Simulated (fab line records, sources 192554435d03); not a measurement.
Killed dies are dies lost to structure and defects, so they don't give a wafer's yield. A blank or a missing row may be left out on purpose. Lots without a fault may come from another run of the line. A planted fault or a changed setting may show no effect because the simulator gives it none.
Chamber matching | flow n5_finfet | N5_BEOL_M15_DESCUM_33 on rie_diel-03: 4 sister chambers
The step chemistry O2, time 7.9 s. 16 wafers are shown with their chamber, then 8 later ones without.

WAFERS WITH THEIR CHAMBER
wafer  | chamber | showerhead_plenum_p_Torr (Torr) | throttle_valve_pct (%) | drypump_motor_current_A (A)
L075.2 | 3       | 2.14                            | 20.26                  | 5.7
L075.5 | 3       | 2.14                            | 20.23                  | 5.6
L075.6 | 1       | 2.12                            | 20.39                  | 5.2
L077.2 | 0       | 1.99                            | 20.78                  | 5.5
L077.4 | 2       | 2.05                            | 20.36                  | 5.7
L077.5 | 1       | 2.12                            | 20.39                  | 5.2
L080.1 | 0       | 1.99                            | 20.79                  | 5.5
L080.3 | 1       | 2.12                            | 20.40                  | 5.2
L080.4 | 2       | 2.05                            | 20.36                  | 5.7
L085.1 | 0       | 1.99                            | 20.79                  | 5.4
L085.3 | 2       | 2.05                            | 20.38                  | 5.7
L085.6 | 2       | 2.05                            | 20.38                  | 5.7
L089.3 | 1       | 2.11                            | 20.44                  | 5.2
L089.4 | 3       | 2.12                            | 20.32                  | 5.7
L089.6 | 3       | 2.12                            | 20.33                  | 5.6
L096.1 | 1       | 2.11                            | 20.43                  | 5.2

SIGNATURES (means of the wafers above)
reading                  | chamber 0 | chamber 1 | chamber 2 | chamber 3 | scatter within a chamber
showerhead_plenum_p_Torr | 1.9900    | 2.1160    | 2.0500    | 2.1300    | 0.00658
throttle_valve_pct       | 20.7867   | 20.4100   | 20.3700   | 20.2850   | 0.0282
drypump_motor_current_A  | 5.467     | 5.200     | 5.700     | 5.650     | 0.0373
Rule: a wafer's distance from a chamber is the root of the sum, over the readings, of the square of ((its reading less the chamber's mean) divided by the reading's scatter). The wafer belongs to the nearest chamber; if the next one is less than 2 further off, it can't be placed. The scatter: the root of (the sum of the squares of (reading less its chamber's mean) over the shown wafers, divided by (wafers less chambers)).

WAFERS WITHOUT THEIR CHAMBER
wafer  | showerhead_plenum_p_Torr (Torr) | throttle_valve_pct (%) | drypump_motor_current_A (A)
L096.5 | 2.04                            | 20.42                  | 5.7
L096.6 | 2.11                            | 20.44                  | 5.2
L090.2 | 2.11                            | 20.44                  | 5.2
L090.4 | 2.24                            | 20.46                  | 5.5
L090.5 | 2.04                            | 20.43                  | 5.7
L097.4 | 2.12                            | 20.34                  | 5.7
L097.5 | 2.04                            | 20.44                  | 5.7
L097.6 | 2.12                            | 20.34                  | 5.7

WHICH CHAMBER EACH WENT THROUGH
wafer  | from the rows above | in truth
L096.5 | 2                   | 2
L096.6 | 1                   | 1
L090.2 | 1                   | 1
L090.4 | 3                   | 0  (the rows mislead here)
L090.5 | 2                   | 2
L097.4 | 3                   | 3
L097.5 | 2                   | 2
L097.6 | 3                   | 3
Placed correctly: 7 of 8. Can't be placed from these rows: 0. Placed wrongly: 1.
